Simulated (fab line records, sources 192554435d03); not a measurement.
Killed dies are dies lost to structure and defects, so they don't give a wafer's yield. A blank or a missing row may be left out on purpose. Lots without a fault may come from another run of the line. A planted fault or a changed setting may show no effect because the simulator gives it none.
Which tool did it? | flow n5_finfet | 24 lots, 72 wafers sampled, at 6 steps of a route of 1938

WHAT THE GAUGES READ, wafer by wafer
N5_PASSIVATION_INSPECT_61: inspects for defects (macro).
lot  | measured     | on                | raw_defect_count
L074 | day 13 20:04 | defect_inspect-02 | 1 1 2
L075 | day 14 00:16 | defect_inspect-01 | 2 4 2
L076 | day 14 00:07 | defect_inspect-02 | 1 2 2
L079 | day 14 01:07 | defect_inspect-01 | 0 1 4
L082 | day 14 10:52 | defect_inspect-01 | 2 4 1
L077 | day 14 14:21 | defect_inspect-02 | 0 3 3
L081 | day 14 14:40 | defect_inspect-02 | 2 4 2
L080 | day 15 03:08 | defect_inspect-02 | 2 4 3
L078 | day 15 11:09 | defect_inspect-02 | 2 4 5
L084 | day 15 11:19 | defect_inspect-01 | 1 1 3
L083 | day 15 19:44 | defect_inspect-01 | 5 0 1
L086 | day 16 02:33 | defect_inspect-02 | 1 1 2
L085 | day 15 23:40 | defect_inspect-01 | 2 2 3
L089 | day 16 22:16 | defect_inspect-01 | 0 3 1
L088 | day 16 22:41 | defect_inspect-02 | 1 0 3
L087 | day 17 04:38 | defect_inspect-01 | 0 4 2
L090 | day 17 05:29 | defect_inspect-02 | 1 5 2
L091 | day 17 17:56 | defect_inspect-02 | 3 4 2
L092 | day 17 17:25 | defect_inspect-02 | 3 1 4
L094 | day 17 17:45 | defect_inspect-02 | 0 3 2
L093 | day 17 20:53 | defect_inspect-02 | 2 0 1
L095 | day 18 06:25 | defect_inspect-01 | 1 3 3
L096 | day 18 19:32 | defect_inspect-02 | 4 3 3
L097 | day 18 20:54 | defect_inspect-01 | 2 2 2

WHICH TOOL RAN EACH LOT (tool, then ch and the chambers of the sampled wafers, then the start)
lot  | N5_BEOL_M15_DEGAS_41         | N5_BEOL_M15_PRE_CLEAN_42     | N5_BEOL_M15_SPUTTER_43       | N5_MIM_TOP_ALD_02                           | N5_MIM_TOP_LITHO_DESCUM_10
L074 | pvd_sputter-03, day 13 11:49 | pvd_sputter-03, day 13 11:51 | pvd_sputter-03, day 13 11:53 | ald_hk-03 ch 0,2,3, day 13 17:44 or earlier | rie_diel-06 ch 1,2, day 13 17:44
L075 | pvd_sputter-03, day 13 13:25 | pvd_sputter-03, day 13 13:27 | pvd_sputter-03, day 13 13:29 | ald_hk-03 ch 1,2, day 13 20:41 or earlier   | rie_diel-03 ch 1,2, day 13 20:41
L076 | pvd_sputter-01, day 13 13:32 | pvd_sputter-01, day 13 13:35 | pvd_sputter-01, day 13 13:37 | ald_hk-02 ch 0,1,3, day 13 20:57 or earlier | rie_diel-06 ch 2,3, day 13 20:57
L079 | pvd_sputter-01, day 13 16:59 | pvd_sputter-01, day 13 17:01 | pvd_sputter-01, day 13 17:04 | ald_hk-03 ch 2,3, day 13 22:44 or earlier   | rie_diel-03 ch 0,1,2, day 13 22:44
L082 | pvd_sputter-02, day 14 04:13 | pvd_sputter-02, day 14 04:15 | pvd_sputter-02, day 14 04:17 | ald_hk-03 ch 1,2,3, day 14 08:40 or earlier | rie_diel-03 ch 1,3, day 14 08:40
L077 | pvd_sputter-01, day 14 05:40 | pvd_sputter-01, day 14 05:43 | pvd_sputter-01, day 14 05:45 | ald_hk-01 ch 2,3, day 14 12:04 or earlier   | rie_diel-03 ch 2,3, day 14 12:04
L081 | pvd_sputter-02, day 14 06:29 | pvd_sputter-02, day 14 06:32 | pvd_sputter-02, day 14 06:34 | ald_hk-02 ch 0,2,3, day 14 12:13 or earlier | rie_diel-03 ch 0,2,3, day 14 12:13
L080 | pvd_sputter-02, day 14 16:26 | pvd_sputter-02, day 14 16:29 | pvd_sputter-02, day 14 16:31 | ald_hk-03 ch 1,2, day 14 22:17 or earlier   | rie_diel-03 ch 1,2,3, day 14 22:17
L078 | pvd_sputter-03, day 15 03:59 | pvd_sputter-03, day 15 04:01 | pvd_sputter-03, day 15 04:04 | ald_hk-02 ch 0,2,3, day 15 08:43 or earlier | rie_diel-03 ch 0,2,3, day 15 08:43
L084 | pvd_sputter-01, day 15 04:17 | pvd_sputter-01, day 15 04:19 | pvd_sputter-01, day 15 04:22 | ald_hk-03 ch 1,2,3, day 15 08:55 or earlier | rie_diel-03 ch 0,1,2, day 15 08:55
L083 | pvd_sputter-03, day 15 11:50 | pvd_sputter-03, day 15 11:53 | pvd_sputter-03, day 15 11:55 | ald_hk-03 ch 0,1,2, day 15 15:54 or earlier | rie_diel-01 ch 0,1, day 15 15:54
L086 | pvd_sputter-03, day 15 14:41 | pvd_sputter-03, day 15 14:43 | pvd_sputter-03, day 15 14:46 | ald_hk-02 ch 0,3, day 15 21:20 or earlier   | rie_diel-01 ch 0,1,2, day 15 21:20
L085 | pvd_sputter-02, day 15 14:52 | pvd_sputter-02, day 15 14:54 | pvd_sputter-02, day 15 14:56 | ald_hk-03 ch 1,2,3, day 15 21:23 or earlier | rie_diel-06 ch 1,2,3, day 15 21:23
L089 | pvd_sputter-02, day 16 10:13 | pvd_sputter-02, day 16 10:16 | pvd_sputter-02, day 16 10:18 | ald_hk-03 ch 0,3, day 16 16:52 or earlier   | rie_diel-06 ch 0,2, day 16 16:52
L088 | pvd_sputter-02, day 16 10:59 | pvd_sputter-02, day 16 11:01 | pvd_sputter-02, day 16 11:04 | ald_hk-01 ch 0,2,3, day 16 18:57 or earlier | rie_diel-06 ch 0,1,2, day 16 18:57
L087 | pvd_sputter-02, day 16 13:30 | pvd_sputter-02, day 16 13:32 | pvd_sputter-02, day 16 13:35 | ald_hk-01 ch 0,1,3, day 16 22:50 or earlier | rie_diel-06 ch 1,3, day 16 22:50
L090 | pvd_sputter-02, day 16 19:28 | pvd_sputter-02, day 16 19:30 | pvd_sputter-02, day 16 19:32 | ald_hk-02 ch 0,2,3, day 17 00:31 or earlier | rie_diel-06 ch 0,2,3, day 17 00:31
L091 | pvd_sputter-03, day 17 07:45 | pvd_sputter-03, day 17 08:22 | pvd_sputter-03, day 17 08:24 | ald_hk-02 ch 1,2,3, day 17 15:18 or earlier | rie_diel-03 ch 0,2, day 17 15:18
L092 | pvd_sputter-02, day 17 07:56 | pvd_sputter-02, day 17 07:59 | pvd_sputter-02, day 17 08:01 | ald_hk-02 ch 0,2,3, day 17 15:11 or earlier | rie_diel-06 ch 0,1,2, day 17 15:11
L094 | pvd_sputter-02, day 17 08:18 | pvd_sputter-02, day 17 08:20 | pvd_sputter-02, day 17 08:23 | ald_hk-01 ch 0,1,2, day 17 15:20 or earlier | rie_diel-06 ch 0,2,3, day 17 15:20
L093 | pvd_sputter-01, day 17 11:36 | pvd_sputter-01, day 17 11:38 | pvd_sputter-01, day 17 11:41 | ald_hk-02 ch 0,1,2, day 17 18:43 or earlier | rie_diel-01 ch 0,2,3, day 17 18:43
L095 | pvd_sputter-02, day 17 21:35 | pvd_sputter-02, day 17 21:38 | pvd_sputter-02, day 17 21:40 | ald_hk-01 ch 0,3, day 18 03:11 or earlier   | rie_diel-03 ch 1,2,3, day 18 03:11
L096 | pvd_sputter-02, day 18 11:11 | pvd_sputter-02, day 18 11:13 | pvd_sputter-02, day 18 11:16 | ald_hk-01 ch 0,1,3, day 18 15:43 or earlier | rie_diel-01 ch 1,2,3, day 18 15:43
L097 | pvd_sputter-03, day 18 11:45 | pvd_sputter-03, day 18 11:47 | pvd_sputter-03, day 18 11:50 | ald_hk-03 ch 0,1,3, day 18 17:53 or earlier | rie_diel-03 ch 1,2,3, day 18 17:53
- N5_BEOL_M15_DEGAS_41: time 60 s.
- N5_BEOL_M15_PRE_CLEAN_42: time 30 s.
- N5_BEOL_M15_SPUTTER_43: material TaN, target thk 15 nm, time 24.19 s.
- N5_MIM_TOP_ALD_02: deposits Al2O3, purge time 3 s, co reactant pulse time 3 s.
- N5_MIM_TOP_LITHO_DESCUM_10: chemistry O2, time 7.9 s.

WHAT THE TOOLS THEMSELVES READ (means of the sampled wafers that have a number; where no wafer has one, the mark that the record gives instead)
N5_BEOL_M15_DEGAS_41.
lot  | tool           | heater_power_w (W)
L074 | pvd_sputter-03 | 479
L075 | pvd_sputter-03 | 499
L076 | pvd_sputter-01 | 502
L079 | pvd_sputter-01 | 425
L082 | pvd_sputter-02 | 457
L077 | pvd_sputter-01 | 508
L081 | pvd_sputter-02 | 446
L080 | pvd_sputter-02 | 479
L078 | pvd_sputter-03 | 463
L084 | pvd_sputter-01 | 451
L083 | pvd_sputter-03 | 517
L086 | pvd_sputter-03 | 511
L085 | pvd_sputter-02 | 439
L089 | pvd_sputter-02 | 452
L088 | pvd_sputter-02 | 456
L087 | pvd_sputter-02 | 451
L090 | pvd_sputter-02 | 439
L091 | pvd_sputter-03 | 537
L092 | pvd_sputter-02 | 464
L094 | pvd_sputter-02 | 453
L093 | pvd_sputter-01 | 481
L095 | pvd_sputter-02 | 468
L096 | pvd_sputter-02 | 459
L097 | pvd_sputter-03 | 456

N5_BEOL_M15_PRE_CLEAN_42.
lot  | tool           | heater_power_w (W)
L074 | pvd_sputter-03 | 484
L075 | pvd_sputter-03 | 505
L076 | pvd_sputter-01 | 491
L079 | pvd_sputter-01 | 428
L082 | pvd_sputter-02 | 454
L077 | pvd_sputter-01 | 506
L081 | pvd_sputter-02 | 452
L080 | pvd_sputter-02 | 456
L078 | pvd_sputter-03 | 462
L084 | pvd_sputter-01 | 456
L083 | pvd_sputter-03 | 516
L086 | pvd_sputter-03 | 510
L085 | pvd_sputter-02 | 427
L089 | pvd_sputter-02 | 457
L088 | pvd_sputter-02 | 453
L087 | pvd_sputter-02 | 446
L090 | pvd_sputter-02 | 438
L091 | pvd_sputter-03 | 533
L092 | pvd_sputter-02 | 458
L094 | pvd_sputter-02 | 454
L093 | pvd_sputter-01 | 474
L095 | pvd_sputter-02 | 463
L096 | pvd_sputter-02 | 465
L097 | pvd_sputter-03 | 463

N5_BEOL_M15_SPUTTER_43.
lot  | tool           | chamber_pressure_pa (Pa) | throttle_valve_pct (%)
L074 | pvd_sputter-03 | 0.11995                  | 29.4
L075 | pvd_sputter-03 | 0.11997                  | 31.2
L076 | pvd_sputter-01 | 0.11976                  | 30.6
L079 | pvd_sputter-01 | 0.12007                  | 30.9
L082 | pvd_sputter-02 | 0.11984                  | 30.3
L077 | pvd_sputter-01 | 0.12016                  | 30.5
L081 | pvd_sputter-02 | 0.12006                  | 30.3
L080 | pvd_sputter-02 | 0.12001                  | 29.6
L078 | pvd_sputter-03 | 0.11989                  | 28.1
L084 | pvd_sputter-01 | 0.12009                  | 30.1
L083 | pvd_sputter-03 | 0.12007                  | 30.1
L086 | pvd_sputter-03 | 0.12008                  | 30.2
L085 | pvd_sputter-02 | 0.11987                  | 30.9
L089 | pvd_sputter-02 | 0.11994                  | 30.5
L088 | pvd_sputter-02 | 0.12009                  | 30.1
L087 | pvd_sputter-02 | 0.11973                  | 30.8
L090 | pvd_sputter-02 | 0.12005                  | 30.8
L091 | pvd_sputter-03 | 0.11990                  | 30.9
L092 | pvd_sputter-02 | 0.11986                  | 30.3
L094 | pvd_sputter-02 | 0.11992                  | 30.5
L093 | pvd_sputter-01 | 0.12011                  | 29.6
L095 | pvd_sputter-02 | 0.12017                  | 30.0
L096 | pvd_sputter-02 | 0.11996                  | 30.3
L097 | pvd_sputter-03 | 0.12006                  | 29.1

N5_MIM_TOP_ALD_02.
lot  | tool      | precursor_pulse_height_rel
L074 | ald_hk-03 | 1.013
L075 | ald_hk-03 | 1.007
L076 | ald_hk-02 | 1.003
L079 | ald_hk-03 | 0.992
L082 | ald_hk-03 | 1.007
L077 | ald_hk-01 | 0.998
L081 | ald_hk-02 | 0.993
L080 | ald_hk-03 | 0.994
L078 | ald_hk-02 | 1.006
L084 | ald_hk-03 | 0.993
L083 | ald_hk-03 | 1.012
L086 | ald_hk-02 | 1.012
L085 | ald_hk-03 | 0.984
L089 | ald_hk-03 | 1.014
L088 | ald_hk-01 | 1.002
L087 | ald_hk-01 | 1.007
L090 | ald_hk-02 | 1.013
L091 | ald_hk-02 | 0.994
L092 | ald_hk-02 | 0.995
L094 | ald_hk-01 | 0.995
L093 | ald_hk-02 | 0.979
L095 | ald_hk-01 | 1.010
L096 | ald_hk-01 | 1.014
L097 | ald_hk-03 | 0.995

N5_MIM_TOP_LITHO_DESCUM_10.
lot  | tool        | drypump_motor_current_A (A) | oes_product_au (a.u.) | rf_vpp_V (V) | showerhead_plenum_p_Torr (Torr) | throttle_valve_pct (%)
L074 | rie_diel-06 | 5.4                         | 0.91                  | 242.5        | 2.07                            | 20.39
L075 | rie_diel-03 | 5.8                         | 0.88                  | 244.4        | 2.18                            | 20.29
L076 | rie_diel-06 | 5.3                         | 0.87                  | 242.2        | 2.10                            | 20.62
L079 | rie_diel-03 | 5.6                         | 0.81                  | 242.8        | 2.12                            | 20.36
L082 | rie_diel-03 | 5.8                         | 0.78                  | 243.0        | 2.12                            | 20.53
L077 | rie_diel-03 | 5.8                         | 0.79                  | 244.3        | 2.15                            | 20.67
L081 | rie_diel-03 | 5.6                         | 0.77                  | 243.6        | 2.11                            | 20.56
L080 | rie_diel-03 | 5.9                         | 0.82                  | 244.0        | 2.16                            | 20.48
L078 | rie_diel-03 | 5.6                         | 0.76                  | 243.6        | 2.10                            | 20.57
L084 | rie_diel-03 | 5.6                         | 0.80                  | 242.1        | 2.11                            | 20.38
L083 | rie_diel-01 | 5.8                         | 0.85                  | 242.6        | 2.04                            | 20.46
L086 | rie_diel-01 | 5.7                         | 0.84                  | 241.5        | 2.04                            | 20.57
L085 | rie_diel-06 | 5.5                         | 0.86                  | 243.4        | 2.07                            | 20.52
L089 | rie_diel-06 | 5.2                         | 0.78                  | 242.4        | 2.06                            | 20.50
L088 | rie_diel-06 | 5.5                         | 0.80                  | 242.6        | 2.04                            | 20.38
L087 | rie_diel-06 | 5.8                         | 0.87                  | 241.9        | 2.05                            | 20.41
L090 | rie_diel-06 | 5.5                         | 0.79                  | 242.8        | 2.05                            | 20.46
L091 | rie_diel-03 | 5.4                         | 0.90                  | 244.4        | 2.22                            | 20.21
L092 | rie_diel-06 | 5.5                         | 0.79                  | 241.9        | 2.03                            | 20.39
L094 | rie_diel-06 | 5.5                         | 0.80                  | 241.9        | 2.04                            | 20.49
L093 | rie_diel-01 | 5.6                         | 0.80                  | 241.5        | 2.03                            | 20.50
L095 | rie_diel-03 | 5.8                         | 0.79                  | 243.4        | 2.15                            | 20.53
L096 | rie_diel-01 | 6.1                         | 0.79                  | 242.2        | 2.03                            | 20.47
L097 | rie_diel-03 | 5.9                         | 0.78                  | 245.1        | 2.15                            | 20.53

THE ANSWER, worked out from the rows above alone
Rule: what is usual is taken from the lots themselves. Put in order of their means at a reading, lots are off if they are a third of the lots or fewer, leave a main group of 4 or more, and stand apart from it by a gap of 3 or more times the standard deviation of the main group's means; of several such gaps the widest counts. A main group whose means are all the same, to the digits that the tables above print for the reading, isn't used. A lot without any number at a reading at which 4 lots or more have one is off too. The other lots that the step has rows for count as sound. The gauges are gone through in route order, then the tools' own readings, and for those a lot's mean is taken as printed above. The first step at which some lot is off is used, and at that step the reading that is off furthest; a lot without a number counts as furthest.
No lot is off at any reading shown: from this, nothing can be told.

WHAT THE SIMULATOR HAD PUT IN
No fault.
